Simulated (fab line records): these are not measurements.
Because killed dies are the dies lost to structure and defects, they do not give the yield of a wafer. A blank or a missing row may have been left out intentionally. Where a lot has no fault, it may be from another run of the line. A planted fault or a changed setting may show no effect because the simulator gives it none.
Matching of chambers | flow n5Finfet | N5_BEOL_M2_STRIP_66 on rieDiel-01: 4 sister chambers
The step strips in CF4. 22 wafers are shown with their chamber, then 11 later ones without.

## WAFERS WITH THEIR CHAMBER
wafer  | chamber | showerheadPlenumPTorr (Torr) | throttleValvePct (%) | oesProductAu (a.u.)
L074.1 | 2       | 1.91                         | 13.10                | 0.95
L074.5 | 2       | 1.91                         | 13.08                | 0.95
L074.6 | 3       | 1.88                         | 13.82                | 0.83
L078.1 | 0       | 1.84                         | 13.32                | 1.00
L078.4 | 2       | 1.90                         | 13.09                | 0.92
L078.6 | 0       | 1.84                         | 13.29                | 1.00
L080.1 | 1       | 1.74                         | 13.82                | 0.76
L080.3 | 0       | 1.84                         | 13.34                | 0.96
L080.4 | 3       | 1.87                         | 13.84                | 0.81
L082.2 | 1       | 1.74                         | 13.83                | 0.77
L082.3 | 2       | 1.90                         | 13.11                | 0.90
L082.6 | 0       | 1.84                         | 13.34                | 0.95
L081.2 | 2       | 1.90                         | 13.13                | 0.90
L081.4 | 0       | 1.84                         | 13.34                | 0.96
L081.6 | 2       | 1.90                         | 13.11                | 0.89
L084.1 | 1       | 1.74                         | 13.84                | 0.76
L084.2 | 3       | 1.87                         | 13.85                | 0.80
L084.4 | 0       | 1.84                         | 13.34                | 0.95
L087.3 | 3       | 1.87                         | 13.87                | 0.79
L087.5 | 3       | 1.87                         | 13.87                | 0.79
L087.6 | 0       | 1.84                         | 13.36                | 0.92
L088.1 | 0       | 1.84                         | 13.38                | 0.92

SIGNATURES (averages over the wafers above)
reading               | chamber 0 | chamber 1 | chamber 2 | chamber 3 | scatter within a chamber
showerheadPlenumPTorr | 1.8400    | 1.7400    | 1.9033    | 1.8720    | 0.00344
throttleValvePct      | 13.3387   | 13.8300   | 13.1033   | 13.8500   | 0.0216
oesProductAu          | 0.9575    | 0.7633    | 0.9183    | 0.8040    | 0.025
Rule: for each reading, subtract the chamber's mean from the wafer's reading, divide by that reading's scatter and square the result; add these up over the readings and take the root, which gives the wafer's distance from the chamber. If the next closest chamber is less than 2 further off than the closest, the wafer can't be placed; otherwise it belongs to the closest. The scatter: take each reading less its chamber's mean, square it, sum over the shown wafers, divide by the number of wafers less the number of chambers, and take the root.

## WAFERS MISSING THEIR CHAMBER
wafer  | showerheadPlenumPTorr (Torr) | throttleValvePct (%) | oesProductAu (a.u.)
L088.2 | 1.87                         | 13.88                | 0.79
L088.3 | 1.74                         | 13.85                | 0.75
L094.1 | 1.86                         | 13.89                | 0.78
L094.2 | 1.73                         | 13.90                | 0.73
L094.3 | 1.89                         | 13.19                | 0.86
L095.2 | 1.73                         | 13.91                | 0.73
L095.3 | 1.83                         | 13.42                | 0.89
L095.6 | 1.89                         | 13.19                | 0.85
L097.3 | 1.83                         | 13.41                | 0.88
L097.4 | 1.89                         | 13.20                | 0.85
L097.6 | 1.86                         | 13.93                | 0.77

## WHICH CHAMBER EACH ONE RAN IN
wafer  | from the rows above | in truth
L088.2 | 3                   | 3
L088.3 | 1                   | 1
L094.1 | 3                   | 3
L094.2 | 1                   | 1
L094.3 | 2                   | 2
L095.2 | 1                   | 1
L095.3 | 0                   | 0
L095.6 | 2                   | 2
L097.3 | 0                   | 0
L097.4 | 2                   | 2
L097.6 | 3                   | 3
Correctly placed: 11 of 11. Can't be placed from these rows: 0. 0 placed wrongly.
